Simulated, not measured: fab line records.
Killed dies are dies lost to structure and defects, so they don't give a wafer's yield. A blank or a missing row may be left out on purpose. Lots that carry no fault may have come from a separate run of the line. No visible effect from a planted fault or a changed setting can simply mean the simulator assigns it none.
Matching of chambers | flow n5 finfet | rie diel-02 running N5_BEOL_M5_STRIP_64: 4 sister chambers
The step strips in CF4. 16 wafers are shown with their chamber, then 8 later ones without.

WAFERS PAIRED WITH THEIR CHAMBERS
wafer  | chamber | drypump motor current A (A) | showerhead plenum p Torr (Torr) | throttle valve pct (%)
L074.2 | 0       | 5.1                         | 1.86                            | 13.96
L074.3 | 1       | 5.6                         | 1.77                            | 13.67
L074.5 | 2       | 6.1                         | 1.79                            | 13.59
L082.2 | 3       | 5.6                         | 1.74                            | 13.22
L082.4 | 3       | 5.6                         | 1.74                            | 13.21
L082.5 | 2       | 6.0                         | 1.78                            | 13.65
L086.1 | 3       | 5.6                         | 1.74                            | 13.27
L086.2 | 0       | 5.1                         | 1.85                            | 13.99
L086.4 | 2       | 6.0                         | 1.78                            | 13.69
L088.2 | 0       | 5.1                         | 1.85                            | 14.00
L088.3 | 1       | 5.6                         | 1.76                            | 13.73
L088.5 | 3       | 5.6                         | 1.74                            | 13.26
L089.1 | 3       | 5.6                         | 1.74                            | 13.27
L089.3 | 2       | 6.0                         | 1.78                            | 13.66
L089.4 | 1       | 5.6                         | 1.76                            | 13.74
L091.1 | 1       | 5.6                         | 1.76                            | 13.74

SIGNATURES (averages over the wafers above)
reading                  | chamber 0 | chamber 1 | chamber 2 | chamber 3 | scatter within a chamber
drypump motor current A  | 5.100     | 5.600     | 6.025     | 5.600     | 0.025
showerhead plenum p Torr | 1.8533    | 1.7625    | 1.7825    | 1.7400    | 0.00425
throttle valve pct       | 13.9833   | 13.7200   | 13.6475   | 13.2460   | 0.0327
Rule: for a wafer and a chamber, the distance is found by dividing, reading by reading, the gap between the wafer's reading and the chamber's mean by the reading's scatter, squaring, summing and taking the root. If the next closest chamber is less than 2 further off than the closest, the wafer can't be placed; otherwise it belongs to the closest. The scatter: the root of (the sum of the squares of (reading less its chamber's mean) over the shown wafers, divided by (wafers less chambers)).

WAFERS MISSING THEIR CHAMBER
wafer  | drypump motor current A (A) | showerhead plenum p Torr (Torr) | throttle valve pct (%)
L091.2 | 5.6                         | 1.74                            | 13.27
L091.4 | 6.0                         | 1.78                            | 13.69
L094.1 | 5.6                         | 1.74                            | 13.27
L094.2 | 5.6                         | 1.75                            | 13.75
L094.3 | 5.1                         | 1.85                            | 14.01
L096.1 | 5.6                         | 1.75                            | 13.77
L096.5 | 6.1                         | 1.77                            | 13.70
L096.6 | 5.6                         | 1.74                            | 13.27

WHICH CHAMBER EACH WENT THROUGH
wafer  | from the rows above | in truth
L091.2 | 3                   | 3
L091.4 | 2                   | 2
L094.1 | 3                   | 3
L094.2 | 1                   | 1
L094.3 | 0                   | 0
L096.1 | 1                   | 1
L096.5 | 2                   | 2
L096.6 | 3                   | 3
Correct placement for 8 of the 8. Not placeable from these rows: 0. Placed wrongly: 0.
